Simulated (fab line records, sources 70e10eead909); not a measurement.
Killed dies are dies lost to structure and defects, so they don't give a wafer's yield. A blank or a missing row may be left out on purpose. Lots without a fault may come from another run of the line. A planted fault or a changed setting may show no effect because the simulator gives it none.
A struck lot beside a sound one | flow nand_harc | 23 steps out of a route of 1302
Sound: wafers L561.1, L561.3, L561.4. Struck: wafers L566.1, L566.5. (L566.6 of the same lot was not struck and is left out.) The cause comes at the end.
At each step with rows: each side's tool, then ch and its chambers, then its first start. Under that, the readings that differ: sound wafers | struck wafers | difference of the means | sigmas: that difference in standard deviations of wafers without a fault.
alike: readings whose means differ by less than 2 such deviations, and words and numbers that are the same on both sides. not compared: withheld readings, readings that some wafer has no value for, bounds like >300 that may hide the same value, and numbers for which the record gives no deviation and whose values overlap.
The two part at a step that has a row with sigmas, a row that says differs or no value, or rows on one side only. Numbers that don't overlap but have no deviation are shown without sigmas and don't part them. A reading that every wafer of one side lacks parts them only if that side has two wafers or more.

NHARC_A_CONTACT_CMP_20: polishes, t overpolish 30 s, target thk 300 nm.
  sound on cmp-01 ch 0,1,2, day 23 01:41; struck on cmp-02 ch 0,3, day 26 18:47
  alike: motor_current_A, overpolish_run_s, retaining_ring_pressure_frac, time_to_endpoint_s
then, 1 step without rows for these wafers: NHARC_A_CONTACT_SRD_22.
NHARC_A_CONTACT_INSPECT_23:
  sound on defect_inspect-01, day 23 02:05; struck on defect_inspect-01, day 26 19:11
  alike: raw_defect_count
then, 8 steps without rows for these wafers: NHARC_A_BLC_DEHYDRATE_00 (time 120 s); NHARC_A_BLC_HMDS_01 (time 30 s); NHARC_A_BLC_COAT_02 (time 75 s); NHARC_A_BLC_COAT_03 (time 65 s); NHARC_A_BLC_COAT_04 (resist thk 90 nm); NHARC_A_BLC_SOFTBAKE_05 (time 55 s); NHARC_A_BLC_EBR_06; NHARC_A_BLC_EXPOSE_07 (exposes mask A BLC, target cd 100 nm).
NHARC_A_BLC_PEB_08: peb time 65 s.
  sound on litho_track-01 ch 0, day 23 02:24; struck on litho_track-01 ch 0, day 26 19:37
  reading                  | sound             | struck      | difference | sigmas
  heater_power_total_W (W) | 156.9 156.2 156.6 | 170.4 169.6 | +13.4      | +34
then, 1 step without rows for these wafers: NHARC_A_BLC_DEVELOP_09 (develop time 35 s).
NHARC_A_BLC_CD_MEAS_10: target cd 100 nm.
  sound on cd_sem-01 ch 0, day 23 02:28; struck on cd_sem-01 ch 0, day 26 19:41
  reading    | sound           | struck    | difference | sigmas
  cd_nm (nm) | 99.4 99.2 100.2 | 93.5 94.3 | -5.7       | -9
NHARC_A_BLC_OVL_MEAS_11:
  sound on overlay-02, day 23 02:34; struck on overlay-01, day 26 19:46
  alike: overlay_x_nm, overlay_y_nm
NHARC_A_BLC_INSPECT_12:
  sound on defect_inspect-01, day 23 02:36; struck on defect_inspect-02, day 26 19:49
  alike: raw_defect_count
NHARC_A_BLC_DESCUM_15: chemistry O2, time 3 s.
  sound on rie_diel-02 ch 1,3, day 23 02:40; struck on rie_diel-02 ch 1,3, day 26 19:54
  reading                | sound             | struck     | difference | sigmas
  model.A_BLC.cd_nm (nm) | 99.51 99.07 99.91 | 92.81 94.5 | -5.84      |
  alike: drypump_motor_current_A, oes_product_au, rf_vpp_V, showerhead_plenum_p_Torr, throttle_valve_pct
  not compared: rf_hours_counter_h
NHARC_A_BLC_ETCH_16: etches the open film in CF4, target depth 39 nm, time 65 s.
  sound on rie_diel-02 ch 2,3, day 23 02:46; struck on rie_diel-02 ch 0,2, day 26 19:59
  alike: bias_w, drypump_motor_current_A, oes_product_au, rf_vpp_V, showerhead_plenum_p_Torr, throttle_valve_pct
  not compared: rf_hours_counter_h
NHARC_A_BLC_ETCH_17: etches the open film in N2/H2, target depth 390 nm, time 609.38 s.
  sound on rie_diel-02 ch 1,2,3; struck on rie_diel-02 ch 2
  alike: bias_w, drypump_motor_current_A, h2_flow_sccm, oes_product_au, rf_vpp_V, showerhead_plenum_p_Torr, throttle_valve_pct
  not compared: rf_hours_counter_h
NHARC_A_BLC_ETCH_18: etches the open film in C4F8/O2/Ar, target depth 910 nm.
  sound on rie_diel-02 ch 1,2,3; struck on rie_diel-02 ch 0,3
  alike: bias_w, oes_product_au, rf_vpp_V
  not compared: rf_hours_counter_h, model.A_BLC.cd_nm
NHARC_A_BLC_CD_MEAS_19:
  sound on cd_sem-02, day 23 03:49; struck on cd_sem-01, day 26 20:50
  reading    | sound           | struck    | difference | sigmas
  cd_nm (nm) | 103.0 98.2 98.1 | 91.1 98.6 | -4.9       | -2
NHARC_A_BLC_STRIP_29: strips in CF4.
  sound on rie_diel-06 ch 0,2,3, day 23 03:53; struck on rie_diel-02 ch 0,2, day 26 20:56
  alike: drypump_motor_current_A, oes_product_au, rf_vpp_V, showerhead_plenum_p_Torr, throttle_valve_pct
  not compared: rf_hours_counter_h
NHARC_END_SORT_01:
  sound on prober-02 ch 0, day 25 07:32; struck on prober-01 ch 0, day 28 16:05
  reading         | sound | struck | difference | sigmas
  killed_at_other | 0 0 0 | 3 2    | +2         | +2
  alike: killed_at_array, killed_at_periphery, killed_dies, killed_open, killed_short

WHERE THEY PART
First at NHARC_A_BLC_PEB_08; last, within this record, at NHARC_END_SORT_01.

WHY: what the simulator had put in
Process parameter drift: litho_track-01, from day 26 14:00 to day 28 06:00, at NHARC_A_BLC_PEB_08. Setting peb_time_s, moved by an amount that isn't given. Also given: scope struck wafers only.
